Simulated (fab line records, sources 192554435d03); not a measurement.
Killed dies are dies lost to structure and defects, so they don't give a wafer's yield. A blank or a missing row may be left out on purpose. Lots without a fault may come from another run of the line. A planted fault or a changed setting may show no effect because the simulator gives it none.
A struck lot beside a sound one | flow n5_finfet | 41 steps out of a route of 1938
Sound: wafers L372.4, L372.5, L372.6. Struck: wafer L381.5. (L381.4, L381.6 of the same lot were not struck and are left out.) The cause comes at the end.
At each step with rows: each side's tool, then ch and its chambers, then its first start. Under that, the readings that differ: sound wafers | struck wafers | difference of the means | sigmas: that difference in standard deviations of wafers without a fault.
alike: readings whose means differ by less than 2 such deviations, and words and numbers that are the same on both sides. not compared: withheld readings, readings that some wafer has no value for, bounds like >300 that may hide the same value, and numbers for which the record gives no deviation and whose values overlap.
The two part at a step that has a row with sigmas, a row that says differs or no value, or rows on one side only. Numbers that don't overlap but have no deviation are shown without sigmas and don't part them. A reading that every wafer of one side lacks parts them only if that side has two wafers or more.

first, 12 steps without rows for these wafers: N5_HKMG_FIN_STRIP_33 (strips in N2/H2); N5_HKMG_FIN_STRIP_34 (strips in CF4); N5_HKMG_FIN_ETCH_35 (etches SOC in N2/H2, target depth 215.8 nm, time 243.4 s); N5_HKMG_FIN_STRIP_92 (strips SOC in N2/H2, time 20 s); N5_HKMG_FIN_WET_ETCH_18 (etches TiN in SC1, time 55 s, target depth 5.2 nm, rinse time 30 s); N5_HKMG_FIN_STRIP_19 (strips in N2/H2, time 360 s); N5_HKMG_FIN_ALD_91 (deposits TiN, target thk 1 nm, pulse time 1 s, purge time 3 s); N5_HKMG_FIN_COAT_85 (time 60 s, resist thk 300 nm); N5_HKMG_FIN_ETCH_86 (etches SOC in N2/H2, stops on TiN, target depth 393.2 nm); N5_HKMG_FIN_STRIP_89 (strips SOC in N2/H2, time 20 s); N5_HKMG_FIN_WET_ETCH_87 (etches TiN in SC1, time 154.2 s, target depth 4.7 nm, rinse time 30 s); N5_HKMG_FIN_STRIP_88 (strips in N2/H2, time 360 s).
N5_HKMG_FIN_NWFM_ALD_20: deposits TiAlC, target thk 2 nm, pulse time 3 s, purge time 2 s.
  sound on ald_metal-02 ch 1,2,3, day 6 00:31; struck on ald_metal-02 ch 3, day 8 04:29
  reading                      | sound    | struck | difference | sigmas
  co_reactant_pulse_time_s (s) | 10 10 10 | 5.9053 | -4.0947    |
  alike: heater_power_w, precursor_pulse_height_rel
then, 26 steps without rows for these wafers: N5_HKMG_FIN_ALD_71 (deposits TiN, target thk 1 nm, pulse time 1 s, purge time 3 s); N5_HKMG_FIN_COAT_66 (time 60 s, resist thk 300 nm); N5_HKMG_FIN_ETCH_67 (etches SOC in N2/H2, stops on TiN, target depth 388.9 nm); N5_HKMG_FIN_STRIP_90 (strips SOC in N2/H2, time 20 s); N5_HKMG_FIN_WET_ETCH_73 (etches the open film in SC1, time 42.3 s, target depth 1.3 nm, rinse time 30 s); N5_HKMG_FIN_ETCHBACK_68 (etches the open film in Cl2/Ar, stops on HfO2, target depth 0.5 nm); N5_HKMG_FIN_STRIP_69 (strips in N2/H2, time 360 s); N5_HKMG_FIN_ALD_21 (deposits TiN, target thk 1.5 nm, pulse time 1 s, purge time 3 s); N5_HKMG_FIN_ALD_72 (deposits W, target thk 2 nm, pulse time 1 s, purge time 2 s); N5_HKMG_FIN_W_FILL_22 (material W, target thk 60 nm, time 18.2 s); N5_HKMG_FIN_PRECLEAN_83 (cleans in DIW, time 57.5 s); N5_HKMG_FIN_SRD_84 (dry time 32 s); N5_HKMG_FIN_CMP_23 (polishes, stops on SiNx, t overpolish 10 s, target thk 46.326 nm); N5_HKMG_FIN_CMP_94 (polishes, stops on SiNx, t overpolish 4.7 s, target thk 43.299 nm); N5_GATE_CUT_ETCHBACK_00 (etches W in SF6/Cl2); N5_GATE_CUT_ETCH_56 (etches TiN in Cl2/Ar, target depth 21.6 nm); N5_GATE_CUT_ETCHBACK_30 (etches TiN in Cl2/Ar, target depth 3 nm); N5_GATE_CUT_VAPOR_ETCH_60 (etches HfO2 in BCl3/Cl2); N5_GATE_CUT_ETCH_58 (etches SiNx in CH3F/O2, target depth 17 nm, time 128.6 s); N5_GATE_CUT_STRIP_59 (strips in N2/H2, time 20 s); N5_GATE_CUT_PRECLEAN_31 (cleans in DIW, time 300 s); N5_GATE_CUT_SRD_32 (time 30 s); N5_GATE_CUT_SAC_CAP_01 (material SiNx, target thk 24 nm, pulse time 1 s, ald cycles 480); N5_GATE_CUT_PECVD_57 (deposits SiNx from SiH4/NH3/N2, target thk 21 nm); N5_GATE_CUT_CMP_02 (polishes, stops on SiO2, t overpolish 12.7 s, target thk 0 nm); N5_GATE_CUT_HM_DEP_46 (deposits SiO2 from TEOS/O2, target thk 130 nm, time 26.6 s).
-- the record jumps here: 4 days lie between the struck wafers' starts before and after (it left off in module GATE_CUT and takes up again in module BEOL_M4, whose first step shown is number 1111 of the route) --
N5_BEOL_M4_RC_MEAS_101:
  sound on prober-01 ch 0, day 10 00:29; struck on prober-02 ch 0, day 11 23:37
  reading             | sound                     | struck   | difference | sigmas
  IOFF_N (nA/um)      | 0.182 0.179 0.116         | 0.067    | -0.092     | -4
  IOFF_N_85C (nA/um)  | 3.5 3.5 2.4               | 1.5      | -1.6       | -4
  IOFF_N_LIN (nA/um)  | 0.081 0.080 0.056         | 0.032    | -0.040     | -4
  IOFF_N_LONG (nA/um) | 5.8e-05 5.67e-05 5.84e-05 | 3.87e-05 | -1.90e-05  | -8
  ION_N (uA/um)       | 677 672 658               | 624      | -45        | -5
  VT_N (mV)           | 246.1 250.8 254.1         | 271.1    | +20.8      | +8
  VT_N_LONG (mV)      | 271.4 276.1 272.4         | 291.8    | +18.5      | +10
  VT_N_LVT (mV)       | 95.1 95.9 102.3           | 116.6    | +18.8      | +7
  alike: DIBL_N, DIBL_P, IOFF_P, ION_P, SS_N, SS_P, VT_P
-- the record jumps here: 4 days lie between the struck wafers' starts before and after (it left off in module BEOL_M4 and takes up again in module PASSIVATION, whose first step shown is number 1936 of the route) --
N5_PASSIVATION_PROBE_49:
  the record has rows for the struck wafers here (prober-01, day 16 02:16) and none for the sound ones

WHERE THEY PART
First at N5_BEOL_M4_RC_MEAS_101; last, within this record, at N5_PASSIVATION_PROBE_49.

WHY: what the simulator had put in
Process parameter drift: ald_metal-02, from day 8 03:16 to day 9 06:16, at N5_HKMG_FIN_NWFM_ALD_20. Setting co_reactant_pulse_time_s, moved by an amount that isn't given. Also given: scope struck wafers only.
